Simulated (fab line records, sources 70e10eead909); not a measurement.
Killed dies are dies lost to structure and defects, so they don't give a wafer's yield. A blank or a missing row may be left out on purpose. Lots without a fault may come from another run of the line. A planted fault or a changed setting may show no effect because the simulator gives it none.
Chamber matching | flow nand_harc | NHARC_P_CONTACT_ETCH_35 on rie_diel-06: 4 sister chambers
The step etches the open film in CF4, target depth 39 nm, time 65 s. 20 wafers are shown with their chamber, then 10 later ones without.

WAFERS WITH THEIR CHAMBER
wafer  | chamber | oes_product_au (a.u.) | rf_vpp_V (V) | throttle_valve_pct (%)
L075.1 | 2       | 0.998                 | 151.9        | 13.286
L075.4 | 3       | 1.001                 | 150.9        | 13.284
L075.5 | 2       | 0.994                 | 151.9        | 13.306
L078.1 | 3       | 1.003                 | 150.9        | 13.278
L078.4 | 0       | 1.005                 | 151.0        | 13.288
L078.6 | 3       | 0.991                 | 151.7        | 13.280
L080.4 | 0       | 0.999                 | 152.2        | 13.298
L080.5 | 1       | 0.982                 | 150.7        | 13.276
L080.6 | 0       | 1.001                 | 151.9        | 13.293
L081.2 | 0       | 1.010                 | 152.9        | 13.291
L081.5 | 0       | 1.011                 | 152.1        | 13.276
L081.6 | 1       | 1.000                 | 151.4        | 13.301
L082.1 | 1       | 0.998                 | 150.1        | 13.268
L082.2 | 3       | 1.008                 | 151.2        | 13.286
L082.4 | 0       | 1.005                 | 151.8        | 13.286
L084.1 | 2       | 0.999                 | 149.7        | 13.290
L084.3 | 0       | 1.010                 | 151.8        | 13.272
L084.5 | 3       | 0.987                 | 151.3        | 13.285
L086.3 | 1       | 0.995                 | 150.2        | 13.277
L086.4 | 3       | 1.005                 | 151.6        | 13.293

SIGNATURES (means of the wafers above)
reading            | chamber 0 | chamber 1 | chamber 2 | chamber 3 | scatter within a chamber
oes_product_au     | 1.00586   | 0.99375   | 0.99700   | 0.99917   | 0.00656
rf_vpp_V           | 151.957   | 150.600   | 151.167   | 151.267   | 0.652
throttle_valve_pct | 13.28629  | 13.28050  | 13.29400  | 13.28433  | 0.00964
Rule: a wafer's distance from a chamber is the root of the sum, over the readings, of the square of ((its reading less the chamber's mean) divided by the reading's scatter). The wafer belongs to the nearest chamber; if the next one is less than 2 further off, it can't be placed. The scatter: the root of (the sum of the squares of (reading less its chamber's mean) over the shown wafers, divided by (wafers less chambers)).

WAFERS WITHOUT THEIR CHAMBER
wafer  | oes_product_au (a.u.) | rf_vpp_V (V) | throttle_valve_pct (%)
L086.5 | 0.999                 | 151.7        | 13.283
L088.1 | 0.990                 | 150.6        | 13.288
L088.4 | 0.984                 | 149.3        | 13.285
L088.5 | 0.992                 | 151.2        | 13.273
L096.1 | 1.000                 | 149.8        | 13.280
L096.2 | 1.004                 | 151.4        | 13.259
L096.3 | 1.007                 | 154.6        | 13.299
L097.2 | 0.999                 | 153.1        | 13.289
L097.3 | 0.991                 | 153.0        | 13.270
L097.5 | 1.000                 | 152.8        | 13.290

WHICH CHAMBER EACH WENT THROUGH
wafer  | from the rows above               | in truth
L086.5 | can't be placed: 3 or 0 or 2 or 1 | 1
L088.1 | can't be placed: 1 or 2 or 3      | 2
L088.4 | can't be placed: 1 or 2 or 3      | 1
L088.5 | can't be placed: 1 or 3 or 2 or 0 | 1
L096.1 | can't be placed: 1 or 3 or 2 or 0 | 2
L096.2 | can't be placed: 3 or 0 or 1 or 2 | 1
L096.3 | can't be placed: 0 or 3 or 2      | 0
L097.2 | can't be placed: 0 or 3 or 2 or 1 | 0
L097.3 | can't be placed: 0 or 3 or 1 or 2 | 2
L097.5 | can't be placed: 0 or 3 or 2      | 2
Placed correctly: 0 of 10. Can't be placed from these rows: 10 (the true chamber is among the candidates in 10). Placed wrongly: 0.
